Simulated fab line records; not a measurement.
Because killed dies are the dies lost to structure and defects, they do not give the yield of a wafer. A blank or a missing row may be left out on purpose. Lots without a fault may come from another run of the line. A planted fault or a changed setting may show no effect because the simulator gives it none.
The tool behind it: which one? :: flow nandHarc :: Sampling: 13 lots, 39 wafers, 5 of 1159 route steps

== WHAT EACH GAUGE READ, for each wafer ==
NHARC_A_SLIT_CD_MEAS_09: target cd 300 nm. Usual: cdNm reads 299.9 nm (standard deviation 0.61).
lot: L956
measured: day 14 09:31
on: cdSem-03
cdNm (nm): 299.5 300.1 298.8
flag: 

lot: L957
measured: day 14 20:23
on: cdSem-01
cdNm (nm): 299.6 300.1 299.7
flag: 

lot: L958
measured: day 14 20:32
on: cdSem-01
cdNm (nm): 299.5 299.7 299.0
flag: 

lot: L959
measured: day 15 08:27
on: cdSem-02
cdNm (nm): 299.6 301.6 300.6
flag: 

lot: L961
measured: day 15 20:38
on: cdSem-01
cdNm (nm): 299.2 299.5 300.3
flag: 

lot: L962
measured: day 17 00:33
on: cdSem-01
cdNm (nm): 300.0 298.6 299.3
flag: 

lot: L973
measured: day 18 15:31
on: cdSem-01
cdNm (nm): 300.0 300.0 300.5
flag: 

lot: L970
measured: day 18 16:04
on: cdSem-01
cdNm (nm): 299.2 299.4 299.3
flag: 

lot: L971
measured: day 18 17:23
on: cdSem-02
cdNm (nm): 300.4 300.5 300.1
flag: 

lot: L972
measured: day 19 03:11
on: cdSem-02
cdNm (nm): 300.1 300.3 300.4
flag: 

lot: L978
measured: day 20 00:03
on: cdSem-03
cdNm (nm): 300.4 299.8 300.8
flag: 

lot: L975
measured: day 20 00:59
on: cdSem-01
cdNm (nm): 299.9 300.4 299.9
flag: 

lot: L977
measured: day 20 06:09
on: cdSem-03
cdNm (nm): 300.5 300.6 301.0
flag: 

NHARC_END_SORT_01. Usual: killedAtArray 24, standard deviation 8.7; killedAtOther 0.8, standard deviation 1.2; killedAtPeriphery 3.6, standard deviation 2.3; killedDies 28, standard deviation 8.9; killedOpen 3.2, standard deviation 1.9; killedShort 2.0, standard deviation 1.6.
lot: L962
measured: day 22 00:25
on: prober-01
killedAtArray: 671 26 676
killedAtOther: 3 1 0
killedAtPeriphery: 3 0 1
killedDies: 677 27 677
killedOpen: 4 2 2
killedShort: 2 3 2
flag: OFF

lot: L971
measured: day 24 10:32
on: prober-01
killedAtArray: 675 28 672
killedAtOther: 0 0 2
killedAtPeriphery: 2 1 3
killedDies: 677 29 677
killedOpen: 5 2 1
killedShort: 3 5 4
flag: OFF

== WHICH TOOL RAN EACH LOT (tool, then ch and the chambers of the sampled wafers, then the start) ==
lot: L956
NHARC_A_SLIT_ETCH_17: harEtch-02 ch 0,1, day 14 10:48
NHARC_A_SLIT_ETCH_29: rieDiel-01 ch 0,3, day 14 12:55
NHARC_A_WL_FILL_ETCHBACK_04: rieMetal-02 ch 0,1, day 15 02:34

lot: L957
NHARC_A_SLIT_ETCH_17: harEtch-02 ch 0,1, day 14 21:22
NHARC_A_SLIT_ETCH_29: rieDiel-09 ch 0,1, day 14 23:30
NHARC_A_WL_FILL_ETCHBACK_04: rieMetal-01 ch 0,1, day 15 15:12

lot: L958
NHARC_A_SLIT_ETCH_17: harEtch-02 ch 0,1, day 14 23:17
NHARC_A_SLIT_ETCH_29: rieDiel-07 ch 0,1,2, day 15 01:09
NHARC_A_WL_FILL_ETCHBACK_04: rieMetal-03 ch 0, day 15 14:38

lot: L959
NHARC_A_SLIT_ETCH_17: harEtch-02 ch 0,1, day 15 09:39
NHARC_A_SLIT_ETCH_29: rieDiel-09 ch 0,2, day 15 11:29
NHARC_A_WL_FILL_ETCHBACK_04: rieMetal-02 ch 1, day 16 03:38

lot: L961
NHARC_A_SLIT_ETCH_17: harEtch-02 ch 0,1, day 15 21:59
NHARC_A_SLIT_ETCH_29: rieDiel-09 ch 0,1,3, day 15 23:50
NHARC_A_WL_FILL_ETCHBACK_04: rieMetal-01 ch 0,1, day 16 17:18

lot: L962
NHARC_A_SLIT_ETCH_17: harEtch-01 ch 0,1, day 17 04:01
NHARC_A_SLIT_ETCH_29: rieDiel-07 ch 0,1,2, day 17 06:07
NHARC_A_WL_FILL_ETCHBACK_04: rieMetal-03 ch 0,1, day 18 01:57

lot: L973
NHARC_A_SLIT_ETCH_17: harEtch-02 ch 0,1, day 18 17:14
NHARC_A_SLIT_ETCH_29: rieDiel-07 ch 0,2,3, day 18 19:22
NHARC_A_WL_FILL_ETCHBACK_04: rieMetal-01 ch 1, day 19 12:59

lot: L970
NHARC_A_SLIT_ETCH_17: harEtch-02 ch 0,1, day 18 18:56
NHARC_A_SLIT_ETCH_29: rieDiel-07 ch 0,1,3, day 18 21:02
NHARC_A_WL_FILL_ETCHBACK_04: rieMetal-02 ch 0,1, day 19 12:33

lot: L971
NHARC_A_SLIT_ETCH_17: harEtch-02 ch 0,1, day 18 20:37
NHARC_A_SLIT_ETCH_29: rieDiel-07 ch 1,2,3, day 18 22:41
NHARC_A_WL_FILL_ETCHBACK_04: rieMetal-03 ch 0,1, day 19 15:22

lot: L972
NHARC_A_SLIT_ETCH_17: harEtch-02 ch 0,1, day 19 04:08
NHARC_A_SLIT_ETCH_29: rieDiel-07 ch 1,2,3, day 19 06:42
NHARC_A_WL_FILL_ETCHBACK_04: rieMetal-01 ch 0,1, day 19 19:13

lot: L978
NHARC_A_SLIT_ETCH_17: harEtch-01 ch 0,1, day 20 01:01
NHARC_A_SLIT_ETCH_29: rieDiel-01 ch 0,1, day 20 03:08
NHARC_A_WL_FILL_ETCHBACK_04: rieMetal-02 ch 0,1, day 20 20:12

lot: L975
NHARC_A_SLIT_ETCH_17: harEtch-01 ch 1, day 20 02:42
NHARC_A_SLIT_ETCH_29: rieDiel-09 ch 2,3, day 20 04:49
NHARC_A_WL_FILL_ETCHBACK_04: rieMetal-01 ch 1, day 20 21:28

lot: L977
NHARC_A_SLIT_ETCH_17: harEtch-01 ch 1, day 20 08:24
NHARC_A_SLIT_ETCH_29: rieDiel-01 ch 1,2, day 20 10:31
NHARC_A_WL_FILL_ETCHBACK_04: rieMetal-02 ch 0,1, day 21 11:11
- NHARC_A_SLIT_ETCH_17: etches the open film in C4F8/O2/Ar, time 1687.5 s, target depth 10100 nm.
- NHARC_A_SLIT_ETCH_29: etches the open film in CF4/O2, target depth 100 nm, overetch 10 nm, time 55 s.
- NHARC_A_WL_FILL_ETCHBACK_04: etches the open film in NF3, target depth 60 nm, time 120 s.

== WHAT THE TOOLS THEMSELVES READ (means of the sampled wafers that have a number; where no wafer has one, the mark that the record gives instead) ==
NHARC_A_SLIT_ETCH_17. Usual: drypumpMotorCurrentA 5.5 A, standard deviation 0.5; showerheadPlenumPTorr 3.776 Torr, standard deviation 0.013; throttleValvePct 32.045 %, standard deviation 0.011.
lot: L956
tool: harEtch-02
drypumpMotorCurrentA (A): 5.2
showerheadPlenumPTorr (Torr): 3.786
throttleValvePct (%): 32.043
flag: 

lot: L957
tool: harEtch-02
drypumpMotorCurrentA (A): 5.2
showerheadPlenumPTorr (Torr): 3.786
throttleValvePct (%): 32.048
flag: 

lot: L958
tool: harEtch-02
drypumpMotorCurrentA (A): 5.4
showerheadPlenumPTorr (Torr): 3.788
throttleValvePct (%): 32.046
flag: 

lot: L959
tool: harEtch-02
drypumpMotorCurrentA (A): 5.3
showerheadPlenumPTorr (Torr): 3.783
throttleValvePct (%): 32.040
flag: 

lot: L961
tool: harEtch-02
drypumpMotorCurrentA (A): 5.2
showerheadPlenumPTorr (Torr): 3.777
throttleValvePct (%): 32.043
flag: 

lot: L962
tool: harEtch-01
drypumpMotorCurrentA (A): 5.7
showerheadPlenumPTorr (Torr): 3.790
throttleValvePct (%): 32.037
flag: 

lot: L973
tool: harEtch-02
drypumpMotorCurrentA (A): 5.2
showerheadPlenumPTorr (Torr): 3.758
throttleValvePct (%): 32.039
flag: 

lot: L970
tool: harEtch-02
drypumpMotorCurrentA (A): 5.2
showerheadPlenumPTorr (Torr): 3.758
throttleValvePct (%): 32.050
flag: 

lot: L971
tool: harEtch-02
drypumpMotorCurrentA (A): 5.4
showerheadPlenumPTorr (Torr): 3.760
throttleValvePct (%): 32.047
flag: 

lot: L972
tool: harEtch-02
drypumpMotorCurrentA (A): 5.2
showerheadPlenumPTorr (Torr): 3.756
throttleValvePct (%): 32.055
flag: 

lot: L978
tool: harEtch-01
drypumpMotorCurrentA (A): 5.7
showerheadPlenumPTorr (Torr): 3.774
throttleValvePct (%): 32.044
flag: 

lot: L975
tool: harEtch-01
drypumpMotorCurrentA (A): 6.4
showerheadPlenumPTorr (Torr): 3.773
throttleValvePct (%): 32.047
flag: 

lot: L977
tool: harEtch-01
drypumpMotorCurrentA (A): 6.4
showerheadPlenumPTorr (Torr): 3.771
throttleValvePct (%): 32.044
flag: 

NHARC_A_SLIT_ETCH_29. Usual: drypumpMotorCurrentA 5.84 A, standard deviation 0.26; oes_o_777_au 0.999 a.u., standard deviation 0.0048; oesProductAu 0.998 a.u., standard deviation 0.014; rfVppV 197.9 V, standard deviation 1.4; showerheadPlenumPTorr 1.34 Torr, standard deviation 0.058; throttleValvePct 13.397 %, standard deviation 0.0093.
lot: L956
tool: rieDiel-01
drypumpMotorCurrentA (A): 5.89
oes_o_777_au (a.u.): 0.997
oesProductAu (a.u.): 0.999
rfVppV (V): 197.4
showerheadPlenumPTorr (Torr): 1.35
throttleValvePct (%): 13.394
flag: 

lot: L957
tool: rieDiel-09
drypumpMotorCurrentA (A): 5.76
oes_o_777_au (a.u.): 0.999
oesProductAu (a.u.): 1.006
rfVppV (V): 199.1
showerheadPlenumPTorr (Torr): 1.38
throttleValvePct (%): 13.392
flag: 

lot: L958
tool: rieDiel-07
drypumpMotorCurrentA (A): 5.87
oes_o_777_au (a.u.): 1.001
oesProductAu (a.u.): 0.997
rfVppV (V): 197.8
showerheadPlenumPTorr (Torr): 1.32
throttleValvePct (%): 13.395
flag: 

lot: L959
tool: rieDiel-09
drypumpMotorCurrentA (A): 5.77
oes_o_777_au (a.u.): 0.999
oesProductAu (a.u.): 1.006
rfVppV (V): 198.6
showerheadPlenumPTorr (Torr): 1.39
throttleValvePct (%): 13.386
flag: 

lot: L961
tool: rieDiel-09
drypumpMotorCurrentA (A): 5.58
oes_o_777_au (a.u.): 0.995
oesProductAu (a.u.): 1.012
rfVppV (V): 199.1
showerheadPlenumPTorr (Torr): 1.38
throttleValvePct (%): 13.393
flag: 

lot: L962
tool: rieDiel-07
drypumpMotorCurrentA (A): 5.85
oes_o_777_au (a.u.): 1.002
oesProductAu (a.u.): 0.994
rfVppV (V): 196.8
showerheadPlenumPTorr (Torr): 1.32
throttleValvePct (%): 13.403
flag: 

lot: L973
tool: rieDiel-07
drypumpMotorCurrentA (A): 6.00
oes_o_777_au (a.u.): 1.002
oesProductAu (a.u.): 0.993
rfVppV (V): 197.6
showerheadPlenumPTorr (Torr): 1.31
throttleValvePct (%): 13.397
flag: 

lot: L970
tool: rieDiel-07
drypumpMotorCurrentA (A): 5.98
oes_o_777_au (a.u.): 0.992
oesProductAu (a.u.): 0.998
rfVppV (V): 196.9
showerheadPlenumPTorr (Torr): 1.29
throttleValvePct (%): 13.394
flag: 

lot: L971
tool: rieDiel-07
drypumpMotorCurrentA (A): 6.07
oes_o_777_au (a.u.): 1.001
oesProductAu (a.u.): 0.995
rfVppV (V): 195.9
showerheadPlenumPTorr (Torr): 1.29
throttleValvePct (%): 13.395
flag: 

lot: L972
tool: rieDiel-07
drypumpMotorCurrentA (A): 6.10
oes_o_777_au (a.u.): 1.000
oesProductAu (a.u.): 1.008
rfVppV (V): 197.6
showerheadPlenumPTorr (Torr): 1.29
throttleValvePct (%): 13.401
flag: 

lot: L978
tool: rieDiel-01
drypumpMotorCurrentA (A): 5.84
oes_o_777_au (a.u.): 0.995
oesProductAu (a.u.): 1.001
rfVppV (V): 199.1
showerheadPlenumPTorr (Torr): 1.38
throttleValvePct (%): 13.396
flag: 

lot: L975
tool: rieDiel-09
drypumpMotorCurrentA (A): 5.44
oes_o_777_au (a.u.): 1.002
oesProductAu (a.u.): 1.009
rfVppV (V): 198.5
showerheadPlenumPTorr (Torr): 1.38
throttleValvePct (%): 13.388
flag: 

lot: L977
tool: rieDiel-01
drypumpMotorCurrentA (A): 5.61
oes_o_777_au (a.u.): 0.996
oesProductAu (a.u.): 0.979
rfVppV (V): 199.0
showerheadPlenumPTorr (Torr): 1.38
throttleValvePct (%): 13.399
flag: 

NHARC_A_WL_FILL_ETCHBACK_04. Usual: drypumpMotorCurrentA 5.6 A, standard deviation 0.32; oesProductAu 1.004 a.u., standard deviation 0.0081.
lot: L956
tool: rieMetal-02
drypumpMotorCurrentA (A): 5.9
oesProductAu (a.u.): 1.002
flag: 

lot: L957
tool: rieMetal-01
drypumpMotorCurrentA (A): 5.2
oesProductAu (a.u.): 1.011
flag: 

lot: L958
tool: rieMetal-03
drypumpMotorCurrentA (A): 5.3
oesProductAu (a.u.): 1.016
flag: 

lot: L959
tool: rieMetal-02
drypumpMotorCurrentA (A): 6.0
oesProductAu (a.u.): 1.000
flag: 

lot: L961
tool: rieMetal-01
drypumpMotorCurrentA (A): 5.3
oesProductAu (a.u.): 1.004
flag: 

lot: L962
tool: rieMetal-03
drypumpMotorCurrentA (A): 5.5
oesProductAu (a.u.): 0.834
flag: OFF

lot: L973
tool: rieMetal-01
drypumpMotorCurrentA (A): 5.6
oesProductAu (a.u.): 1.001
flag: 

lot: L970
tool: rieMetal-02
drypumpMotorCurrentA (A): 5.9
oesProductAu (a.u.): 1.010
flag: 

lot: L971
tool: rieMetal-03
drypumpMotorCurrentA (A): 5.5
oesProductAu (a.u.): 0.831
flag: OFF

lot: L972
tool: rieMetal-01
drypumpMotorCurrentA (A): 5.2
oesProductAu (a.u.): 0.993
flag: 

lot: L978
tool: rieMetal-02
drypumpMotorCurrentA (A): 5.9
oesProductAu (a.u.): 1.005
flag: 

lot: L975
tool: rieMetal-01
drypumpMotorCurrentA (A): 5.7
oesProductAu (a.u.): 1.009
flag: 

lot: L977
tool: rieMetal-02
drypumpMotorCurrentA (A): 5.8
oesProductAu (a.u.): 1.008
flag: 

== THE ANSWER, worked out from the rows above alone ==
Rule: a lot is off if the mean of its wafers that have a number lies more than 3 standard deviations from the usual mean. A lot without any number at a reading at which 4 lots or more have one is off too. Any other lot the step has rows for is counted as sound. After the gauges, taken in route order, come the tools' own readings; for these a lot's mean is taken, as printed above. At the first step where some lot is off, the reading lying furthest off is the one used; lots without a number count as furthest.
Off at NHARC_END_SORT_01 (killedAtArray): L962, L971. Neither off nor sound, because the step has no rows for them: L956, L957, L958, L959, L961, L973, L970, L972, L978, L975, L977.
If a tool, at a process step before that reading, ran all the lots that are off and no sound lot after the first of them, it fits. The gauges at NHARC_END_SORT_01 aren't tried: what is off there is off at NHARC_A_WL_FILL_ETCHBACK_04 too, on other tools, and a gauge's error can't cause that. This does not decide it: 2 tools fit, namely rieDiel-07 at NHARC_A_SLIT_ETCH_29 and rieMetal-03 at NHARC_A_WL_FILL_ETCHBACK_04.

== WHAT THE SIMULATOR HAD INSERTED ==
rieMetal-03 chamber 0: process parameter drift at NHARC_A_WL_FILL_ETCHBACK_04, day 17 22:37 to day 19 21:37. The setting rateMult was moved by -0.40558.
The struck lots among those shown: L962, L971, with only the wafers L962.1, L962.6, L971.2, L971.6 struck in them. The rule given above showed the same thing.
